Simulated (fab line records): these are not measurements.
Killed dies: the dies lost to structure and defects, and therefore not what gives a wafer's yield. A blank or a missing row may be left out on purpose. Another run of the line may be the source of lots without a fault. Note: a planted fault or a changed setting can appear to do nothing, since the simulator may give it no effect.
Matching of chambers	flow nandHarc	NHARC_P_GATE_DESCUM_48 on rieDiel-08 has 4 sister chambers
The step chemistry O2, time 3 s. 8 wafers are shown with their chamber, then 8 later ones without.

== WAFERS WITH THEIR CHAMBER ==
wafer	chamber	showerheadPlenumPTorr (Torr)	drypumpMotorCurrentA (A)
L078.4	3	2.00	6.0
L083.2	3	1.99	6.0
L084.2	0	1.97	5.6
L084.5	1	1.88	5.2
L087.1	2	1.78	5.6
L087.2	0	1.97	5.5
L087.3	1	1.88	5.2
L094.1	2	1.77	5.7

== WAFERS WITH NO CHAMBER GIVEN ==
wafer	showerheadPlenumPTorr (Torr)	drypumpMotorCurrentA (A)
L094.4	1.98	6.0
L094.6	1.77	5.6
L096.1	1.77	5.6
L096.4	1.98	6.0
L096.6	1.96	5.5
L097.1	1.77	5.6
L097.4	1.96	5.5
L097.6	1.98	6.0

== WHICH CHAMBER EACH ONE RAN IN ==
wafer	from the rows above	in truth
L094.4	3	3
L094.6	2	2
L096.1	2	2
L096.4	3	3
L096.6	0	0
L097.1	2	2
L097.4	0	0
L097.6	3	3
Correctly placed: 8 of 8. Left unplaced by these rows: 0. Wrongly placed: 0.
How it was worked out, from the rows above alone: a wafer's distance from a chamber is the root of the sum, over the readings, of the square of ((its reading less the chamber's mean) divided by the reading's scatter). If the next closest chamber is less than 2 further off than the closest, the wafer can't be placed; otherwise it belongs to the closest. The mean given for a chamber averages the wafers shown for that chamber. The scatter: take each reading less its chamber's mean, square it, sum over the shown wafers, divide by the number of wafers less the number of chambers, and take the root.
